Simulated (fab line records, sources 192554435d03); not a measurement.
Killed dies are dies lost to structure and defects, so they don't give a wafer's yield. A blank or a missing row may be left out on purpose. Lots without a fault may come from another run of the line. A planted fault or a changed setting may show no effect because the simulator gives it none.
Problem report in the 8D (eight disciplines) form, filled by code | flow n5_finfet | the parts of the form that need people (team, actions taken, sign-off) are left out

1. THE PROBLEM
raw_defect_count at N5_BEOL_M10_INSPECT_13 reads a mean of 1149 on 1 wafer of 1 lot; wafers without a fault read 415 with a standard deviation of 86. That is +8.5 standard deviations from the usual mean.
The step: inspects for defects (brightfield).
First seen on wafer L255.3, day 14 12:16, on defect_inspect-02. The record holds 30 wafers of 10 lots with a number at this step. Rule for "out", or "out of limits": more than 4 standard deviations from the usual mean. The other wafers with a number count as sound.

2. WHAT IT IS AND WHAT IT IS NOT
question                    | is                | is not
which readings at this step | raw_defect_count  | -
which lots                  | L255              | L245, L246, L248, L249, L250, L252, L253, L256, L266
which wafers of those lots  | L255.3            | L255.1, L255.2
read on which gauges        | defect_inspect-02 | defect_inspect-01
when                        | from day 14 12:16 | up to then (23 sound wafers); but 6 sound wafers of L256, L266 came after

3. SUSPECTS, AND WHAT RULES EACH OUT
Counting: a tool at a process step up to the reading stays a suspect if it ran every lot that is out. Sound lots after the first of them don't rule it out here, since some wafers of a struck lot are sound.
- the gauge at N5_BEOL_M10_INSPECT_13: ruled out. All the wafers that are out were read on defect_inspect-02, but those of them that N5_PASSIVATION_PROBE_49 has rows for are out there too, on other tools.
- pvd_sputter-02 at N5_BEOL_M10_HM_DEP_02 (deposits TiN, target thk 20 nm): kept. It ran the lot that is out, L255 (day 14 11:43); its last sound lot up to then is L253 (day 14 10:02).
Left after counting: pvd_sputter-02 at N5_BEOL_M10_HM_DEP_02.

4. THE CAUSE (what the simulator had put in)
Chamber particle source: pvd_sputter-02, from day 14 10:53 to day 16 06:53, at N5_BEOL_M10_HM_DEP_02. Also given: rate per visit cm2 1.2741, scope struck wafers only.
Counting left only this tool.

5. THE CHAIN OF EFFECTS, in route order
Each row: a reading whose mean over the struck wafers that have a number lies more than 3 standard deviations from the usual. Only readings for which the record gives a usual standard deviation are gone through. hours: the time from each lot's start at the first step in this table that gives one to its start at this step, as a median over the lots. sigmas: the change in usual standard deviations.
hours | step                    | reading              | usual  | on struck wafers | change | sigmas
0     | N5_BEOL_M10_INSPECT_13  | raw_defect_count     | 415    | 1149             | +734   | +8.5
2     | N5_BEOL_M10_INSPECT_30  | raw_defect_count     | 415    | 1173             | +758   | +8.9
66    | N5_PASSIVATION_PROBE_49 | defect_limited_yield | 91.0 % | 83.1             | -7.9   | -5.6
66    | N5_PASSIVATION_PROBE_49 | killed_at_M4_up      | 15     | 120              | +105   | +19
66    | N5_PASSIVATION_PROBE_49 | killed_dies          | 106    | 199              | +93    | +5.5
66    | N5_PASSIVATION_PROBE_49 | killed_on_rim        | 14     | 28               | +14    | +3.5
66    | N5_PASSIVATION_PROBE_49 | sort_bin_5_function  | 5.3 %  | 10.5             | +5.2   | +5.2
66    | N5_PASSIVATION_PROBE_49 | sort_n_pass          | 1073   | 981              | -92    | -5.4
66    | N5_PASSIVATION_PROBE_49 | sort_yield_pct       | 91.0 % | 83.1             | -7.9   | -5.6
The process steps in it:
- N5_PASSIVATION_PROBE_49

6. WHAT WOULD HAVE CAUGHT IT SOONER
In this record the first reading out of limits at a measuring or inspecting step was taken at day 14 12:16, 1 hour after the fault began at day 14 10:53.
Of the tool readings at N5_BEOL_M10_HM_DEP_02 for which the record gives a usual standard deviation, none was out on any struck wafer, so an alarm limit of 4 standard deviations on them would not have fired.
All the lots that are out (1) had begun N5_BEOL_M10_HM_DEP_02 on pvd_sputter-02 by day 14 12:16. A hold on the tool at that time would have spared none of them.
